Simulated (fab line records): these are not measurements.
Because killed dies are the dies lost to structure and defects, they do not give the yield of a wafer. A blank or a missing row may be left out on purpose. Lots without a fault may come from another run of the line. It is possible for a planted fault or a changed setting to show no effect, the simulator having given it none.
A lot that was struck, set against a sound lot | flow nand-harc | 18 out of 1302 route steps
Sound: wafers L492.3, L492.5, L492.6. The struck wafers were L502.3, L502.4, L502.6. The cause is named last.
Per side, at each step with rows, come the tool, then ch with its chambers, and then its first start. Under that, the readings that differ: sound wafers | struck wafers | difference of the means | sigmas: that difference in standard deviations of wafers without a fault.
alike: same words and numbers on both sides, and readings whose means sit less than 2 such deviations apart. not compared: any withheld reading, any reading some wafer has no value for, any bound like >300 that may hide the same value, and any number with overlapping values for which the record gives no deviation.
The two part at a step that has a row with sigmas, a row that says differs or no value, or rows on one side only. Numbers that don't overlap but have no deviation are shown without sigmas and don't part them. A reading that every wafer of one side lacks parts them only if that side has two wafers or more.

NHARC_P_M1_INSPECT_11:
  struck on defect-inspect-02, day 12 15:54; sound on defect-inspect-01, day 8 21:44
  alike: raw-defect-count
NHARC_P_M1_DESCUM_14: chemistry O2, time 3 s.
  sound on rie-diel-05 ch 0,3, day 8 21:48; struck on rie-diel-05 ch 0,2, day 12 15:58
  alike: drypump-motor-current-A, oes-product-au, rf-vpp-V, showerhead-plenum-p-Torr, throttle-valve-pct
  not compared: rf-hours-counter-h
NHARC_P_M1_ETCH_35: etches the open film in N2/H2, target depth 40 nm, overetch 12 nm, time 43.94 s.
  sound on rie-diel-05 ch 0,3, day 8 21:53; struck on rie-diel-05 ch 0,2,3, day 12 16:02
  alike: drypump-motor-current-A, oes-product-au, rf-vpp-V, showerhead-plenum-p-Torr, throttle-valve-pct
  not compared: rf-hours-counter-h
then, 1 step without rows for these wafers: NHARC_P_M1_ETCH_15 (etches the open film in C4F8/Ar, target depth 182.5 nm, time 91.2 s).
NHARC_P_M1_CD_MEAS_16:
  struck on cd-sem-01, day 12 16:17; sound on cd-sem-03, day 8 22:06
  alike: cd-nm
then, 1 step without rows for these wafers: NHARC_P_M1_STRIP_18 (strips in N2/H2).
NHARC_P_M1_ETCH_28: etches the open film in CF4/N2, target depth 30 nm, time 72.99 s.
  sound on rie-diel-02 ch 0,1; struck on rie-diel-05 ch 0,1,3
  alike: drypump-motor-current-A, oes-product-au, rf-vpp-V, showerhead-plenum-p-Torr, throttle-valve-pct
  not compared: rf-hours-counter-h
then, 1 step without rows for these wafers: NHARC_P_M1_STRIP_19 (strips in post etch residue remover, time 600 s).
NHARC_P_M1_DEGAS_29: time 60 s.
  struck on pvd-sputter-02, day 12 17:00; sound on pvd-sputter-02, day 8 22:54
  alike: heater-power-w
then, 3 steps without rows for these wafers: NHARC_P_M1_PRE_CLEAN_30 (time 30 s); NHARC_P_M1_PVD_20 (deposits TaN, target thk 5 nm, time 8.06 s); NHARC_P_M1_PVD_21 (deposits Cu, target thk 30 nm, time 20.49 s).
NHARC_P_M1_ECD_22: material Cu, target thk 400 nm.
  sound on ecd-cu-02 ch 0,1, day 8 23:23; struck on ecd-cu-02 ch 0,1, day 12 17:26
  no value came back on the struck wafers for bath-heat-duty-pct (%), bath-temp-c (C); on the sound wafers bath-heat-duty-pct (%) reads 7.6 6.0 7.3
NHARC_P_M1_ANNEAL_31: time 90 s.
  sound on rtp-anneal-01 ch 0, day 8 23:43; struck on rtp-anneal-02 ch 0, day 12 17:49
  alike: wafer_temp_C_max
NHARC_P_M1_CMP_23: polishes, t overpolish 20 s, target thk 157.82 nm.
  sound on cmp-03 ch 0,1,2, day 9 00:02; struck on cmp-02 ch 0,1,2, day 12 18:08
  reading                | sound          | struck      | difference | sigmas
  time-to-endpoint-s (s) | 32.1 31.6 30.7 | 6.8 5.1 4.8 | -25.9      | -10
  alike: motor-current-A
NHARC_P_M1_THK_MEAS_24: measures by xrf.
  struck on film-metro-02, day 12 18:23; sound on film-metro-02, day 9 00:17
  reading     | sound             | struck         | difference | sigmas
  thk-nm (nm) | 158.8 157.6 160.3 | 29.1 30.0 29.2 | -129.5     | -99 or more
then, 1 step without rows for these wafers: NHARC_P_M1_SRD_25.
-- jump in the record: it breaks off in module P_M1 and resumes in module END (first step shown: number 1302 of the route), and 18 days separate the struck wafers' starts before and after --
NHARC_END_SORT_01:
  sound on prober-02 ch 0, day 27 12:45; struck on prober-02 ch 0, day 31 00:49
  reading                  | sound          | struck      | difference | sigmas
  defect-limited-yield (%) | 93.8 93.8 94.4 | 0 0 0       | -94        | -38
  killed-at-periphery      | 1 4 2          | 607 620 608 | +609       | +99 or more
  killed-dies              | 42 42 38       | 677 677 677 | +636       | +37
  alike: killed-at-array, killed-at-other, killed-open, killed-short

== WHERE THEY PART ==
At NHARC_P_M1_ECD_22 first; at NHARC_END_SORT_01 last (within this record only).

WHY: what the simulator had put in
Beginning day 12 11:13, the whole step at NHARC_P_M1_ECD_22 was skipped on ecd-cu-02. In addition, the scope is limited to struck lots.
